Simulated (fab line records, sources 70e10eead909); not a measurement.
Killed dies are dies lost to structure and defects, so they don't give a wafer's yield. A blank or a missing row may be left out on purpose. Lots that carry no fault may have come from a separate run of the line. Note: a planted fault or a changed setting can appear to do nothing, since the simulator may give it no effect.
Code-filled problem report in 8D (eight disciplines) form -- flow nand_harc -- the parts of the form that need people (team, actions taken, sign-off) are left out

== 1. WHAT IS WRONG ==
run_length_s at NHARC_A_STAIRCASE_TRIM_193 reads a mean of 167.2 s on 2 wafers of 2 lots; wafers without a fault read 232.4 s with a standard deviation of 0.42. That is -99 or more standard deviations from the usual mean.
The step: chemistry O2, time 211.2 s.
Earliest sighting: wafer L438.1 on rie_diel-06 at day 15 11:07. Wafers with a number at this step in the record: 36, from 12 lots. By rule, "out" or "out of limits" means more than 4 standard deviations away from the usual mean. Any other wafer with a number is counted as sound.

== 2. WHAT IT IS, AND WHAT IT ISN'T ==
question,is,is not
which readings at this step,run_length_s,"drypump_motor_current_A, oes_product_au, rf_vpp_V, showerhead_plenum_p_Torr, throttle_valve_pct"
which lots,"L438, L439","L419, L420, L421, L423, L425, L427, L428, L430, L436, L441"
which wafers of those lots,"L438.1, L439.4","L438.3, L438.5, L439.2, L439.6"
read on which tools,rie_diel-06,rie_diel-13
when,from day 15 11:07,"up to then (29 sound wafers); but 5 sound wafers of L439, L441 came after"

== 3. THE SUSPECTS, EACH WITH WHAT RULES IT OUT ==
Counting: any tool at a process step up to the reading remains a suspect provided it ran every lot that is out. Sound lots after the first of them don't rule it out here, since some wafers of a struck lot are sound.
- rie_diel-06 at NHARC_A_STAIRCASE_TRIM_193 (chemistry O2, time 211.2 s): kept. Every lot that is out went through it, the first being L438 (day 15 11:07); the last sound lot it ran before that was L428 (day 12 23:28). Out on those wafers are its own readings of run_length_s.
- At NHARC_A_STAIRCASE_TRIM_193, inside rie_diel-06: chamber 0 took the wafers that are out, while their sound lot-mates went through chambers 1, 2, 3.
Remaining after the count: rie_diel-06 at NHARC_A_STAIRCASE_TRIM_193.

== 4. THE CAUSE (what the simulator had put in) ==
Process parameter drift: rie_diel-06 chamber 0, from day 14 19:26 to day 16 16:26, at NHARC_A_STAIRCASE_TRIM_193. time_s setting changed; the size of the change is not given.
This tool alone remained once counting was done.

== 5. THE EFFECT CHAIN, in route order ==
One row per reading whose mean, taken over the struck wafers that have a number, lies over 3 standard deviations from the usual. Only readings whose record carries a usual standard deviation are examined. hours: median over the lots of the time between each lot's start at the first step of this table that gives one and its start at this step. sigmas: the change, counted in usual standard deviations.
hours,step,reading,usual,on struck wafers,change,sigmas
0,NHARC_A_STAIRCASE_TRIM_193,run_length_s,232.4 s,167.2,-65.2,-99 or more
The process steps in it:
- NHARC_A_STAIRCASE_TRIM_193: chemistry O2, time 211.2 s.

== 6. HOW IT WOULD HAVE BEEN CAUGHT EARLIER ==
In this record no reading fell out of limits until day 15 11:07, 16 hours after the fault had begun at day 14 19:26.
